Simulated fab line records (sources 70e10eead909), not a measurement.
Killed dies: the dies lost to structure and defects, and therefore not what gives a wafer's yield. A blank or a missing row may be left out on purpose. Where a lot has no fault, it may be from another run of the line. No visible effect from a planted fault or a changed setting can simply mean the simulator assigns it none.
Chamber matching || flow nand harc || NHARC_P_M0_ETCH_15 on rie diel-09: 4 sister chambers
The step etches the open film in C4F8/Ar, target depth 150 nm, overetch 15 nm, time 82.5 s. 4 wafers are shown with their chamber, then 9 later ones without.

## WAFERS PAIRED WITH THEIR CHAMBERS
{"wafer": "L938.4", "chamber": 1, "rf vpp V (V)": 439.6}
{"wafer": "L939.1", "chamber": 3, "rf vpp V (V)": 443.8}
{"wafer": "L939.2", "chamber": 2, "rf vpp V (V)": 438.6}
{"wafer": "L939.3", "chamber": 0, "rf vpp V (V)": 443.5}

## WAFERS WHOSE CHAMBER IS MISSING
{"wafer": "L940.2", "rf vpp V (V)": 444.2}
{"wafer": "L940.5", "rf vpp V (V)": 438.8}
{"wafer": "L940.6", "rf vpp V (V)": 442.9}
{"wafer": "L944.1", "rf vpp V (V)": 438.2}
{"wafer": "L944.2", "rf vpp V (V)": 445.0}
{"wafer": "L944.4", "rf vpp V (V)": 437.1}
{"wafer": "L945.1", "rf vpp V (V)": 439.0}
{"wafer": "L945.2", "rf vpp V (V)": 439.2}
{"wafer": "L945.3", "rf vpp V (V)": 443.4}

## CHAMBER TAKEN BY EACH
{"wafer": "L940.2", "from the rows above": "can't be placed: 3 or 0", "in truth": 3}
{"wafer": "L940.5", "from the rows above": "can't be placed: 2 or 1", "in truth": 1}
{"wafer": "L940.6", "from the rows above": "can't be placed: 0 or 3", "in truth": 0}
{"wafer": "L944.1", "from the rows above": "can't be placed: 2 or 1", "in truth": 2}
{"wafer": "L944.2", "from the rows above": "can't be placed: 3 or 0", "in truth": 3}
{"wafer": "L944.4", "from the rows above": "can't be placed: 2 or 1", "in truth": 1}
{"wafer": "L945.1", "from the rows above": "can't be placed: 2 or 1", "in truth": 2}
{"wafer": "L945.2", "from the rows above": "can't be placed: 1 or 2", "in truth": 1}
{"wafer": "L945.3", "from the rows above": "can't be placed: 0 or 3", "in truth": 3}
Correct placement for 0 of the 9. From these rows, 9 cannot be placed; in 9 the true chamber is one of the candidates. Number placed wrongly: 0.
How it was worked out, from the rows above alone: a wafer's distance from a chamber is the root of the sum, over the readings, of the square of ((its reading less the chamber's mean) divided by the reading's scatter). The wafer belongs to the nearest chamber; if the next one is less than 2 further off, it can't be placed. Each chamber's mean is taken over the wafers shown for it. The scatter (one wafer shown for each chamber): square how far every hidden wafer sits from the nearest shown wafer, average those squares and take the square root.
